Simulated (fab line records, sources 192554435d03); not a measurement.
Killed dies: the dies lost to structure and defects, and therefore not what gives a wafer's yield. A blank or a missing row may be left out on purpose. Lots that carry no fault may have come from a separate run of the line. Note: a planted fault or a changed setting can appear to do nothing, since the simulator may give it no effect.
3 desks, one fault    flow n5Finfet    each desk holds nothing but its own numbers, with what lay behind them at the end

== THE TOOL OWNER'S DESK: pecvd-03 ==
The tool's own readings at N5_GATE_CUT_HM_DEP_46 (deposits SiO2 from TEOS/O2, target thk 130 nm, time 26.6 s): means of the sampled wafers that have a number, for each lot that ran on this tool. Any lot whose mean is over 4 standard deviations away from the usual mean is out of limits and marked OUT; that distance is given in the brackets.
Columns: A = heaterPowerW at N5_GATE_CUT_HM_DEP_46, usual 609 W; B = showerheadPlenumPTorr at N5_GATE_CUT_HM_DEP_46, usual 8.340 Torr; C = throttleValvePct at N5_GATE_CUT_HM_DEP_46, usual 18.4 %
lot   first seen here  A    B      C
L667  day 5 16:21      683  8.326  18.7
L670  day 6 11:57      597  8.332  18.9
L671  day 6 20:50      622  8.338  19.2
L672  day 7 02:34      618  8.342  18.1
L676  day 7 22:47      622  8.334  17.4
This desk found nothing out of limits on any of the 5 lots.

== THE DEFECT DESK ==
Inspection counts along the route, by lot: the mean over sampled wafers that carry a number. Any lot whose mean is over 4 standard deviations away from the usual mean is out of limits and marked OUT; that distance is given in the brackets.
Columns: A = rawDefectCount at N5_GATE_CUT_INSPECT_15, usual 133
lot   first seen here  A
L663  day 4 18:56      138
L667  day 5 16:47      215
L670  day 6 12:24      128
L671  day 6 21:16      90
L672  day 7 03:07      566 (+9.8) OUT
L673  day 7 10:48      164
L676  day 8 00:15      452 (+7.2) OUT
L681  day 9 09:27      152
L682  day 9 11:14      121
This desk's verdict: out of limits on L672, L676, starting with L672 at day 7 03:07 (rawDefectCount at N5_GATE_CUT_INSPECT_15). L663, L667, L670, L671, L673, L681, L682: within limits.

== AT THE METROLOGY DESK ==
Lot by lot, what the gauges showed, no matter which tool ran the lot: averages of those sampled wafers that carry a number. Any lot whose mean is over 4 standard deviations away from the usual mean is out of limits and marked OUT; that distance is given in the brackets. 7 of its 10 readings are shown, namely those furthest out on some lot.
Columns: A = DIBL_N at N5_BEOL_M4_RC_MEAS_101, usual 36.1 mV/V; B = DIBL_P at N5_BEOL_M4_RC_MEAS_101, usual 35.8 mV/V; C = IOFF_P at N5_BEOL_M4_RC_MEAS_101, usual 0.21 nA/um; D = ION_N at N5_BEOL_M4_RC_MEAS_101, usual 673 uA/um; E = ION_P at N5_BEOL_M4_RC_MEAS_101, usual 461 uA/um; F = SS_N at N5_BEOL_M4_RC_MEAS_101, usual 71.4 mV/dec; G = VT_P at N5_BEOL_M4_RC_MEAS_101, usual -250 mV
lot   first seen here  A     B     C     D    E    F     G
L663  day 8 07:31      36.7  37.1  0.22  678  461  72.0  -249
L667  day 9 10:52      38.6  39.0  0.25  680  465  71.9  -246
L670  day 10 12:10     37.4  36.4  0.23  668  467  71.7  -247
L671  day 10 17:59     36.4  35.8  0.20  668  454  70.6  -252
L672  day 10 18:57     35.4  36.1  0.17  669  455  71.1  -255
L673  day 11 06:13     35.2  35.9  0.21  680  471  71.3  -251
L676  day 11 13:50     36.5  36.2  0.21  680  464  71.8  -252
L681  day 12 20:27     34.8  34.0  0.19  657  454  70.9  -251
L682  day 13 07:11     36.4  36.0  0.24  671  468  71.3  -247
This desk found nothing out of limits on any of the 9 lots.

== TAKEN TOGETHER ==
The defect desk could have raised an alarm at day 7 03:07, on L672, L676.
The tool owner's desk saw nothing out of limits.
Metrology desk: nothing out of limits seen.
The tool owner's desk has L672, L676 on record, within its limits.
The metrology desk holds a record of L672, L676, inside its limits.
Of the lots named, all ran N5_GATE_CUT_HM_DEP_46 on pecvd-03.

== WHAT THE SIMULATOR HAD PUT IN ==
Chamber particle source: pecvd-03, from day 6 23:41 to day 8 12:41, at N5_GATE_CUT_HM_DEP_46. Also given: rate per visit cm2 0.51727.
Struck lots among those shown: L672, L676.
Hours from the fault's start to each desk's first reading out of limits: the defect desk, 3.
